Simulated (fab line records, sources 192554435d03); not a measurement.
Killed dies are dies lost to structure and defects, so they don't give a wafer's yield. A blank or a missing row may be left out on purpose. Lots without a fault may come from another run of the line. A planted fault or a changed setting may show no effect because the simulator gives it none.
Problem report in the 8D (eight disciplines) form, filled by code | flow n5_finfet | the parts of the form that need people (team, actions taken, sign-off) are left out

1. THE PROBLEM
RS_SD_N at N5_SD_ACTIVATION_RS_MEAS_03 reads a mean of 26.2 ohm/sq on 6 wafers of 2 lots; wafers without a fault read 21.8 ohm/sq with a standard deviation of 0.31. That is +14 standard deviations from the usual mean.
The step: measures by four-point-probe.
First seen on wafer L341.1, day 7 06:30, on film_metro-02. The record holds 27 wafers of 9 lots with a number at this step. Rule for "out", or "out of limits": more than 4 standard deviations from the usual mean. The other wafers with a number count as sound.

2. WHAT IT IS AND WHAT IT IS NOT
question                    | is                     | is not
which readings at this step | RS_SD_N                | -
which lots                  | L341, L343             | L327, L331, L334, L335, L336, L337, L338
which wafers of those lots  | all that have a number | -
read on which gauges        | film_metro-02          | film_metro-01
when                        | from day 7 06:30       | up to then (21 sound wafers)

3. SUSPECTS, AND WHAT RULES EACH OUT
Counting: a tool at a process step up to the reading stays a suspect if it ran every lot that is out and no sound lot after the first of them.
- the gauge at N5_SD_ACTIVATION_RS_MEAS_03: ruled out. All the wafers that are out were read on film_metro-02, but those of them that N5_SD_ACTIVATION_LSA_01 has rows for are out there too, on other tools.
- laser_anneal-01 at N5_SD_ACTIVATION_LSA_01 (time 0.0008 s): kept. It ran every lot that is out, first L341 (day 7 06:17), and no sound lot after that; its last sound lot up to then is L337 (day 6 03:42). Its own readings are out on those wafers: wafer_temp_C_max.
Left after counting: laser_anneal-01 at N5_SD_ACTIVATION_LSA_01.

4. THE CAUSE (what the simulator had put in)
Process parameter drift: laser_anneal-01, from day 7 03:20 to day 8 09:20, at N5_SD_ACTIVATION_LSA_01. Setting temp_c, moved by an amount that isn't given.
Counting left only this tool.

5. THE CHAIN OF EFFECTS, in route order
Each row: a reading whose mean over the struck wafers that have a number lies more than 3 standard deviations from the usual. Only readings for which the record gives a usual standard deviation are gone through. hours: the time from each lot's start at the first step in this table that gives one to its start at this step, as a median over the lots. sigmas: the change in usual standard deviations.
hours | step                        | reading          | usual        | on struck wafers | change | sigmas
0     | N5_SD_ACTIVATION_LSA_01     | wafer_temp_C_max | 1084.8       | 1045.8           | -39.0  | -30
0     | N5_SD_ACTIVATION_RS_MEAS_03 | RS_SD_N          | 21.8 ohm/sq  | 26.2             | +4.4   | +14
121   | N5_BEOL_M4_RC_MEAS_101      | RC_DENSE_N       | 18.9 ohm.um  | 22.5             | +3.6   | +9.8
121   | N5_BEOL_M4_RC_MEAS_101      | RC_N             | 15.46 ohm.um | 18.39            | +2.93  | +10
121   | N5_BEOL_M4_RC_MEAS_101      | REXT_N           | 75.1 ohm.um  | 83.0             | +7.9   | +4.4
121   | N5_BEOL_M4_RC_MEAS_101      | RS_SD_N          | 28.3 ohm/sq  | 33.1             | +4.8   | +12
The process steps in it:
- N5_SD_ACTIVATION_LSA_01: time 0.0008 s.
Later measuring or inspecting steps at which every struck wafer that the step has a row for has a number for every such reading, and none has moved that far: N5_ILD0_THK_MEAS_04, N5_ILD0_THK_MEAS_08.

6. WHAT WOULD HAVE CAUGHT IT SOONER
In this record the first reading out of limits at a measuring or inspecting step was taken at day 7 06:30, 3 hours after the fault began at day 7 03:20.
The tool's own readings at N5_SD_ACTIVATION_LSA_01 were out on every struck wafer that the step has a row for (wafer_temp_C_max): an alarm limit on them would have fired on the first of those.
Of the lots that are out (2), L343 began N5_SD_ACTIVATION_LSA_01 on laser_anneal-01 after day 7 06:30. A hold on the tool at that time would have spared it.
